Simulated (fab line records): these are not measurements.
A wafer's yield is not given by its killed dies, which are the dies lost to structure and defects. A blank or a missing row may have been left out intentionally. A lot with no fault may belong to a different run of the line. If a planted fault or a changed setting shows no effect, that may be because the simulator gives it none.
Chamber matching | flow n5-finfet | rie-diel-05 running N5_BEOL_M1_STRIP_36: 4 sister chambers
The step strips in N2/H2. 4 wafers are shown with their chamber, then 7 later ones without.

== WAFERS WITH THEIR CHAMBER ==
wafer  | chamber | throttle-valve-pct (%)
L085.2 | 3       | 23.9
L085.3 | 0       | 23.8
L089.3 | 2       | 22.8
L089.5 | 1       | 24.1

== WAFERS WITHOUT THEIR CHAMBER ==
wafer  | throttle-valve-pct (%)
L089.6 | 22.8
L091.2 | 22.8
L091.5 | 23.9
L091.6 | 23.8
L093.3 | 24.0
L093.4 | 23.9
L093.6 | 24.1

== CHAMBER TAKEN BY EACH ==
wafer  | from the rows above     | in truth
L089.6 | 2                       | 2
L091.2 | 2                       | 2
L091.5 | 3                       | 3
L091.6 | 0                       | 0
L093.3 | can't be placed: 1 or 3 | 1
L093.4 | 3                       | 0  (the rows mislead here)
L093.6 | 1                       | 1
Placed correctly: 5 of 7. Not placeable from these rows: 1 (in 1, the candidates include the true chamber). 1 placed wrongly.
How it was worked out, from the rows above alone: a wafer's distance from a chamber is the root of the sum, over the readings, of the square of ((its reading less the chamber's mean) divided by the reading's scatter). If the next closest chamber is less than 2 further off than the closest, the wafer can't be placed; otherwise it belongs to the closest. Each chamber's mean is taken over the wafers shown for it. The scatter: root of mean squared gap, hidden wafer to nearest shown wafer, with one shown wafer a chamber.
